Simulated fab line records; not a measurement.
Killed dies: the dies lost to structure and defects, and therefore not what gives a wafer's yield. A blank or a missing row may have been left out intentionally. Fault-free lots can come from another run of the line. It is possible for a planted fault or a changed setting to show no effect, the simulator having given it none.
Matching of chambers || flow nand harc || 4 sister chambers for NHARC_A_SGD_CUT_DESCUM_14 on rie diel-11
The step chemistry O2, time 3 s. 8 wafers are shown with their chamber, then 8 later ones without.

WAFERS PAIRED WITH THEIR CHAMBERS
{"wafer": "L074.5", "chamber": 1, "showerhead plenum p Torr (Torr)": 2.03, "drypump motor current A (A)": 6.0}
{"wafer": "L079.1", "chamber": 0, "showerhead plenum p Torr (Torr)": 1.79, "drypump motor current A (A)": 6.8}
{"wafer": "L079.4", "chamber": 2, "showerhead plenum p Torr (Torr)": 1.98, "drypump motor current A (A)": 5.4}
{"wafer": "L079.6", "chamber": 3, "showerhead plenum p Torr (Torr)": 1.94, "drypump motor current A (A)": 6.4}
{"wafer": "L089.1", "chamber": 2, "showerhead plenum p Torr (Torr)": 1.97, "drypump motor current A (A)": 5.4}
{"wafer": "L089.4", "chamber": 1, "showerhead plenum p Torr (Torr)": 2.03, "drypump motor current A (A)": 6.1}
{"wafer": "L089.6", "chamber": 3, "showerhead plenum p Torr (Torr)": 1.94, "drypump motor current A (A)": 6.4}
{"wafer": "L091.2", "chamber": 0, "showerhead plenum p Torr (Torr)": 1.79, "drypump motor current A (A)": 6.8}

WAFERS WITH NO CHAMBER GIVEN
{"wafer": "L091.5", "showerhead plenum p Torr (Torr)": 2.02, "drypump motor current A (A)": 6.0}
{"wafer": "L091.6", "showerhead plenum p Torr (Torr)": 1.97, "drypump motor current A (A)": 5.4}
{"wafer": "L093.3", "showerhead plenum p Torr (Torr)": 1.97, "drypump motor current A (A)": 5.4}
{"wafer": "L093.4", "showerhead plenum p Torr (Torr)": 1.79, "drypump motor current A (A)": 6.8}
{"wafer": "L093.5", "showerhead plenum p Torr (Torr)": 1.97, "drypump motor current A (A)": 5.4}
{"wafer": "L097.1", "showerhead plenum p Torr (Torr)": 1.79, "drypump motor current A (A)": 6.7}
{"wafer": "L097.4", "showerhead plenum p Torr (Torr)": 1.94, "drypump motor current A (A)": 6.4}
{"wafer": "L097.5", "showerhead plenum p Torr (Torr)": 1.79, "drypump motor current A (A)": 6.8}

THE CHAMBER EACH PASSED THROUGH
{"wafer": "L091.5", "from the rows above": 1, "in truth": 1}
{"wafer": "L091.6", "from the rows above": 2, "in truth": 2}
{"wafer": "L093.3", "from the rows above": 2, "in truth": 2}
{"wafer": "L093.4", "from the rows above": 0, "in truth": 0}
{"wafer": "L093.5", "from the rows above": 2, "in truth": 2}
{"wafer": "L097.1", "from the rows above": 0, "in truth": 0}
{"wafer": "L097.4", "from the rows above": 3, "in truth": 3}
{"wafer": "L097.5", "from the rows above": 0, "in truth": 0}
Correct placement for 8 of the 8. Number that these rows cannot place: 0. Wrongly placed: 0.
How it was worked out, from the rows above alone: a wafer's distance from a chamber is the root of the sum, over the readings, of the square of ((its reading less the chamber's mean) divided by the reading's scatter). If the next closest chamber is less than 2 further off than the closest, the wafer can't be placed; otherwise it belongs to the closest. For every chamber, the mean is computed from those of its wafers that are shown. The scatter: take each reading less its chamber's mean, square it, sum over the shown wafers, divide by the number of wafers less the number of chambers, and take the root.
